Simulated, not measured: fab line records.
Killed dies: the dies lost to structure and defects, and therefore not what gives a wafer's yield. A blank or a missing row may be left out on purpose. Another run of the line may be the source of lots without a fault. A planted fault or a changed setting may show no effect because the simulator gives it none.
Chamber matching | flow n5_finfet | 4 sister chambers for N5_BEOL_M0_SAQP_SPACER1_ETCHBACK_99 on rie_diel-03
The step etches SiO2 in CHF3/O2, target depth 15.4 nm, time 7.7 s. 4 wafers are shown with their chamber, then 7 later ones without.

## WAFERS, EACH WITH ITS CHAMBER
wafer  | chamber | showerhead_plenum_p_Torr (Torr)
L970.3 | 3       | 2.51
L981.4 | 1       | 2.40
L982.1 | 2       | 2.30
L982.2 | 0       | 2.52

## WAFERS WHOSE CHAMBER IS MISSING
wafer  | showerhead_plenum_p_Torr (Torr)
L982.5 | 2.30
L983.1 | 2.30
L983.3 | 2.40
L983.5 | 2.40
L985.1 | 2.29
L985.2 | 2.39
L985.4 | 2.51

## EACH ONE'S CHAMBER
wafer  | from the rows above     | in truth
L982.5 | 2                       | 2
L983.1 | 2                       | 2
L983.3 | 1                       | 1
L983.5 | 1                       | 1
L985.1 | 2                       | 2
L985.2 | 1                       | 1
L985.4 | can't be placed: 3 or 0 | 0
Correctly placed: 6 of 7. Unplaceable from these rows: 1, with the true chamber sitting among the candidates in 1. Wrongly placed: 0.
How it was worked out, from the rows above alone: a wafer's distance from a chamber is the root of the sum, over the readings, of the square of ((its reading less the chamber's mean) divided by the reading's scatter). The wafer belongs to the nearest chamber; if the next one is less than 2 further off, it can't be placed. A chamber's mean is the mean of its shown wafers. The scatter: with one shown wafer a chamber, the root of the mean of the squares of how far each hidden wafer lies from its nearest shown one.
